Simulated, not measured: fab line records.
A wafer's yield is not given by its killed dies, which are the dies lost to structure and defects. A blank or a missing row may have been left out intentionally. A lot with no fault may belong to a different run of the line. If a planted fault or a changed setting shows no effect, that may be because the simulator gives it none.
Matching of chambers | flow nand harc | 4 sister chambers for NHARC_A_STAIRCASE_TRIM_12 on rie diel-05
The step chemistry O2, time 211.2 s. 8 wafers are shown with their chamber, then 6 later ones without.

== WAFERS, EACH WITH ITS CHAMBER ==
wafer  | chamber | showerhead plenum p Torr (Torr) | rf vpp V (V)
L076.5 | 2       | 3.68                            | 58.8
L077.6 | 1       | 3.37                            | 56.6
L087.2 | 1       | 3.36                            | 56.5
L087.5 | 2       | 3.67                            | 58.8
L088.6 | 3       | 3.40                            | 56.9
L089.1 | 0       | 3.44                            | 56.2
L089.4 | 3       | 3.39                            | 56.9
L089.6 | 0       | 3.44                            | 57.5

== WAFERS WHOSE CHAMBER IS MISSING ==
wafer  | showerhead plenum p Torr (Torr) | rf vpp V (V)
L095.1 | 3.66                            | 57.9
L095.2 | 3.44                            | 57.3
L095.6 | 3.39                            | 57.7
L094.2 | 3.66                            | 60.1
L094.3 | 3.39                            | 57.4
L094.4 | 3.36                            | 56.7

== WHICH CHAMBER EACH WENT THROUGH ==
wafer  | from the rows above | in truth
L095.1 | 2                   | 2
L095.2 | 0                   | 0
L095.6 | 3                   | 3
L094.2 | 2                   | 2
L094.3 | 3                   | 3
L094.4 | 1                   | 1
Correctly placed: 6 of 6. Number that these rows cannot place: 0. Number placed wrongly: 0.
How it was worked out, from the rows above alone: a wafer's distance from a chamber is the root of the sum, over the readings, of the square of ((its reading less the chamber's mean) divided by the reading's scatter). If the next closest chamber is less than 2 further off than the closest, the wafer can't be placed; otherwise it belongs to the closest. A chamber's mean is the mean of its shown wafers. The scatter: the root of (the sum of the squares of (reading less its chamber's mean) over the shown wafers, divided by (wafers less chambers)).
